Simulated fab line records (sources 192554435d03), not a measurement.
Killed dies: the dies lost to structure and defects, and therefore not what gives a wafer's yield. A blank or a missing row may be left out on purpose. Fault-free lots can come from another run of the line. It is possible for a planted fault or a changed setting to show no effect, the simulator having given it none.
Matching of chambers || flow n5_finfet || N5_HKMG_FIN_ALD_71 on ald_metal-01 has 4 sister chambers
The step deposits TiN, target thk 1 nm, pulse time 1 s, purge time 3 s. 7 wafers are shown with their chamber, then 7 later ones without.

== WAFERS WITH THEIR CHAMBER ==
{"wafer": "L075.5", "chamber": 3, "heater_power_w (W)": 711, "precursor_pulse_height_rel": 1.013}
{"wafer": "L081.6", "chamber": 2, "heater_power_w (W)": 981, "precursor_pulse_height_rel": 1.001}
{"wafer": "L090.1", "chamber": 3, "heater_power_w (W)": 726, "precursor_pulse_height_rel": 0.958}
{"wafer": "L090.4", "chamber": 0, "heater_power_w (W)": 709, "precursor_pulse_height_rel": 1.022}
{"wafer": "L090.5", "chamber": 1, "heater_power_w (W)": 813, "precursor_pulse_height_rel": 0.995}
{"wafer": "L093.3", "chamber": 0, "heater_power_w (W)": 691, "precursor_pulse_height_rel": 0.983}
{"wafer": "L093.5", "chamber": 2, "heater_power_w (W)": 976, "precursor_pulse_height_rel": 0.967}

== WAFERS WHOSE CHAMBER IS MISSING ==
{"wafer": "L093.6", "heater_power_w (W)": 831, "precursor_pulse_height_rel": 0.985}
{"wafer": "L097.1", "heater_power_w (W)": 705, "precursor_pulse_height_rel": 1.015}
{"wafer": "L097.2", "heater_power_w (W)": 719, "precursor_pulse_height_rel": 1.001}
{"wafer": "L097.3", "heater_power_w (W)": 993, "precursor_pulse_height_rel": 1.014}
{"wafer": "L097.4", "heater_power_w (W)": 822, "precursor_pulse_height_rel": 0.973}
{"wafer": "L097.5", "heater_power_w (W)": 976, "precursor_pulse_height_rel": 0.987}
{"wafer": "L097.6", "heater_power_w (W)": 731, "precursor_pulse_height_rel": 0.987}

== WHICH CHAMBER EACH WENT THROUGH ==
{"wafer": "L093.6", "from the rows above": 1, "in truth": 1}
{"wafer": "L097.1", "from the rows above": "can't be placed: 0 or 3", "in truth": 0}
{"wafer": "L097.2", "from the rows above": "can't be placed: 3 or 0", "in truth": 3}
{"wafer": "L097.3", "from the rows above": 2, "in truth": 2}
{"wafer": "L097.4", "from the rows above": 1, "in truth": 1}
{"wafer": "L097.5", "from the rows above": 2, "in truth": 2}
{"wafer": "L097.6", "from the rows above": "can't be placed: 3 or 0", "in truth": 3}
Correctly placed: 4 of 7. Not placeable from these rows: 3 (in 3, the candidates include the true chamber). Placed wrongly: 0.
How it was worked out, from the rows above alone: a wafer's distance from a chamber is the root of the sum, over the readings, of the square of ((its reading less the chamber's mean) divided by the reading's scatter). The wafer belongs to the nearest chamber; if the next one is less than 2 further off, it can't be placed. For every chamber, the mean is computed from those of its wafers that are shown. The scatter is the square root of a quotient: the sum, over the shown wafers, of each reading's squared deviation from its chamber's mean, divided by wafers minus chambers.
